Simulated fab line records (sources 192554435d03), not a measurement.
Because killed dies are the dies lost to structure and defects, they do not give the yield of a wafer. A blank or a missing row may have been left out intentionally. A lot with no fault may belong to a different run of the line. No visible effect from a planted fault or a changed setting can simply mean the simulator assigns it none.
Split-lot study    flow n5Finfet    7 lots, 21 wafers read, on a route of 1938 steps

ON THE SPLIT
At N5_SD_EPI_P_EPI_21 (deposits SiGe:B, time 355 s), the setting epiGrowthTimeS was moved away from the recipe's 355 s on 5 of the 21 wafers read, by -9.6% to +4.9%. For the rest of the wafers, this setting stayed at what the recipe calls for.

FROM THE SPLIT TO THE READING: what the file shows between them, 2 steps
- N5_SD_EPI_P_HM_STRIP_48: strips SiNx in H3PO4, material SiNx, target depth 3 nm
- N5_SD_ACTIVATION_LSA_01: time 0.0008 s (also split here: tempC)

THE READING
Measured at N5_SD_ACTIVATION_RS_MEAS_03 by four-point probe: RS_SD_P, in ohm/sq. A value of 56.0 ohm/sq with a standard deviation of 0.86 ohm/sq is what fault-free wafers of this fab line usually give.

wafer   tool, chamber at the split  epiGrowthTimeS as run, s  against the recipe  RS_SD_P, ohm/sq  against lot-mates on the recipe
L075.3  epiRpcvd-03, 0              355                       recipe              55.2             -
L075.4  epiRpcvd-03, 0              343.4                     -3.3%               56.5             +0.8
L075.5  epiRpcvd-03, 0              355                       recipe              56.1             -
L077.2  epiRpcvd-02, 0              355                       recipe              56.3             -
L077.3  epiRpcvd-02, 0              355                       recipe              57.2             -
L077.4  epiRpcvd-02, 0              355                       recipe              57.0             -
L080.1  epiRpcvd-03, 0              355                       recipe              56.9             -
L080.3  epiRpcvd-03, 0              355                       recipe              56.8             -
L080.5  epiRpcvd-03, 0              355                       recipe              56.6             -
L081.2  epiRpcvd-01, 0              328.4                     -7.5%               59.6             +4.2
L081.5  epiRpcvd-01, 0              328.4                     -7.5%               59.4             +4.0
L081.6  epiRpcvd-01, 0              355                       recipe              55.4             -
L085.2  epiRpcvd-02, 0              355                       recipe              57.7             -
L085.4  epiRpcvd-02, 0              372.5                     +4.9%               55.2             -2.5
L085.6  epiRpcvd-02, 0              355                       recipe              57.8             -
L088.1  epiRpcvd-02, 0              355                       recipe              54.6             -
L088.5  epiRpcvd-02, 0              320.9                     -9.6%               58.3             +3.8
L088.6  epiRpcvd-02, 0              355                       recipe              54.5             -
L095.1  epiRpcvd-02, 0              355                       recipe              55.5             -
L095.3  epiRpcvd-02, 0              355                       recipe              56.3             -
L095.6  epiRpcvd-02, 0              355                       recipe              55.7             -

THE FIT
A straight line over all 21 wafers: RS_SD_P changes by -0.309 ohm/sq for each +1% of epiGrowthTimeS; r = -0.72; the points scatter about the line by 0.99 ohm/sq.
The same after taking each lot's own level away (the mean of its wafers on the recipe; 21 wafers): -0.474 ohm/sq for each +1%; r = -0.97; scatter 0.4 ohm/sq.
That fit puts the effect of the largest move of epiGrowthTimeS on the reading at 4.6 ohm/sq.
Measured against the standard deviation above, the lots' own levels, which go from 54.55 to 57.75 ohm/sq, span 3.7 times it.
So the lot-to-lot level blurs the effect unless lot-mates are compared.
Check: +5.01 ohm/sq against its lot-mates is what the line predicts for one of the wafers moved furthest among these (-9.6%) when that wafer is left out of the fit. It came out at +3.75 ohm/sq against them.

THESE WAFERS: OTHER SPLITS
Note: prior to the reading, these wafers also went through further splits. Each is held against what the fit with the lots' levels taken away leaves over:
other split on the same wafers    wafers away from the commonest value  r with RS_SD_P (lot level and that fit taken away)
N5_SD_EPI_N_ETCH_35 sourceW       7                                     -0.38
N5_SD_EPI_N_ETCH_45 targetDepthA  8                                     -0.14
N5_SD_ACTIVATION_LSA_01 tempC     6                                     -0.05

THE WHOLE CHAIN: every reading that the file lists as answering this split, in the file's order
step                         what it does                                            reading                                                                           change (the file's fit)                r (the file's)
N5_SD_EPI_P_EPI_21           deposits SiGe:B, time 355 s                             SiGe-B_of_SD_EPI_P_EPI_21.thkNm (the simulator's own value, which no gauge read)  +0.479 nm for each +1% of the setting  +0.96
N5_SD_EPI_P_HM_STRIP_48      strips SiNx in H3PO4, material SiNx, target depth 3 nm  SiGe-B_of_SD_EPI_P_EPI_21.thkNm (the simulator's own value, which no gauge read)  +0.464 nm for each +1% of the setting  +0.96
N5_SD_ACTIVATION_RS_MEAS_03  measures by four-point-probe                            RS_SD_P                                                                           -0.451 for each +1% of the setting     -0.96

THE FILE'S OWN FIT
RS_SD_P changes by -0.451 ohm/sq for each +1% of epiGrowthTimeS, r = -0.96.
